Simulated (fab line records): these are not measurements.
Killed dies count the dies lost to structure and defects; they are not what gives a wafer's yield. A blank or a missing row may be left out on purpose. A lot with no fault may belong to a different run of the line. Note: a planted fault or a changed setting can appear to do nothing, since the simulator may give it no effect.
Chamber matching / flow nand_harc / NHARC_A_M1_ETCH_28 on rie_diel-05: 4 sister chambers
The step etches the open film in CF4/N2, target depth 30 nm, time 72.99 s. 15 wafers are shown with their chamber, then 7 later ones without.

WAFERS PAIRED WITH THEIR CHAMBERS
wafer=L181.1; chamber=3; drypump_motor_current_A (A)=6.0; rf_vpp_V (V)=312.1; oes_product_au (a.u.)=1.027
wafer=L181.4; chamber=1; drypump_motor_current_A (A)=5.2; rf_vpp_V (V)=313.9; oes_product_au (a.u.)=1.005
wafer=L181.6; chamber=3; drypump_motor_current_A (A)=6.0; rf_vpp_V (V)=312.4; oes_product_au (a.u.)=1.017
wafer=L182.1; chamber=3; drypump_motor_current_A (A)=6.1; rf_vpp_V (V)=311.3; oes_product_au (a.u.)=1.010
wafer=L182.3; chamber=0; drypump_motor_current_A (A)=6.5; rf_vpp_V (V)=316.9; oes_product_au (a.u.)=1.005
wafer=L182.4; chamber=1; drypump_motor_current_A (A)=5.3; rf_vpp_V (V)=312.1; oes_product_au (a.u.)=0.999
wafer=L180.2; chamber=2; drypump_motor_current_A (A)=5.1; rf_vpp_V (V)=314.3; oes_product_au (a.u.)=1.005
wafer=L180.3; chamber=0; drypump_motor_current_A (A)=6.5; rf_vpp_V (V)=315.4; oes_product_au (a.u.)=0.994
wafer=L183.2; chamber=2; drypump_motor_current_A (A)=5.1; rf_vpp_V (V)=314.2; oes_product_au (a.u.)=1.003
wafer=L183.5; chamber=0; drypump_motor_current_A (A)=6.4; rf_vpp_V (V)=315.4; oes_product_au (a.u.)=1.010
wafer=L190.1; chamber=2; drypump_motor_current_A (A)=5.2; rf_vpp_V (V)=314.8; oes_product_au (a.u.)=1.020
wafer=L190.3; chamber=0; drypump_motor_current_A (A)=6.5; rf_vpp_V (V)=315.3; oes_product_au (a.u.)=1.011
wafer=L190.5; chamber=2; drypump_motor_current_A (A)=5.2; rf_vpp_V (V)=313.6; oes_product_au (a.u.)=1.008
wafer=L192.1; chamber=3; drypump_motor_current_A (A)=6.0; rf_vpp_V (V)=313.5; oes_product_au (a.u.)=1.013
wafer=L192.4; chamber=1; drypump_motor_current_A (A)=5.3; rf_vpp_V (V)=313.9; oes_product_au (a.u.)=1.010

SIGNATURES, as means of the wafers listed above
reading=drypump_motor_current_A; chamber 0=6.475; chamber 1=5.267; chamber 2=5.150; chamber 3=6.025; scatter within a chamber=0.0537
reading=rf_vpp_V; chamber 0=315.750; chamber 1=313.300; chamber 2=314.225; chamber 3=312.325; scatter within a chamber=0.806
reading=oes_product_au; chamber 0=1.00500; chamber 1=1.00467; chamber 2=1.00900; chamber 3=1.01675; scatter within a chamber=0.00727
Rule: a wafer lies at a distance from a chamber equal to the root of the sum of squares, over the readings, of (its reading less the chamber's mean, divided by the reading's scatter). The wafer belongs to the nearest chamber; if the next one is less than 2 further off, it can't be placed. How the scatter is found: for the shown wafers, subtract from each reading the mean of its chamber, square and add these, divide the total by (wafers less chambers), then take the root.

WAFERS WITH NO CHAMBER GIVEN
wafer=L192.5; drypump_motor_current_A (A)=6.0; rf_vpp_V (V)=311.9; oes_product_au (a.u.)=1.023
wafer=L193.4; drypump_motor_current_A (A)=5.2; rf_vpp_V (V)=312.6; oes_product_au (a.u.)=1.027
wafer=L193.5; drypump_motor_current_A (A)=5.2; rf_vpp_V (V)=313.4; oes_product_au (a.u.)=1.021
wafer=L193.6; drypump_motor_current_A (A)=6.1; rf_vpp_V (V)=310.4; oes_product_au (a.u.)=1.029
wafer=L196.4; drypump_motor_current_A (A)=5.1; rf_vpp_V (V)=313.5; oes_product_au (a.u.)=1.026
wafer=L196.5; drypump_motor_current_A (A)=6.1; rf_vpp_V (V)=311.5; oes_product_au (a.u.)=1.032
wafer=L196.6; drypump_motor_current_A (A)=6.5; rf_vpp_V (V)=315.1; oes_product_au (a.u.)=1.017

WHICH CHAMBER EACH WENT THROUGH
wafer=L192.5; from the rows above=3; in truth=3
wafer=L193.4; from the rows above=can't be placed: 2 or 1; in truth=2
wafer=L193.5; from the rows above=can't be placed: 2 or 1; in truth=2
wafer=L193.6; from the rows above=3; in truth=3
wafer=L196.4; from the rows above=can't be placed: 2 or 1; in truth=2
wafer=L196.5; from the rows above=3; in truth=3
wafer=L196.6; from the rows above=0; in truth=0
Correctly placed: 4 of 7. These rows do not allow placing 3 (true chamber among the candidates in 3). 0 placed wrongly.
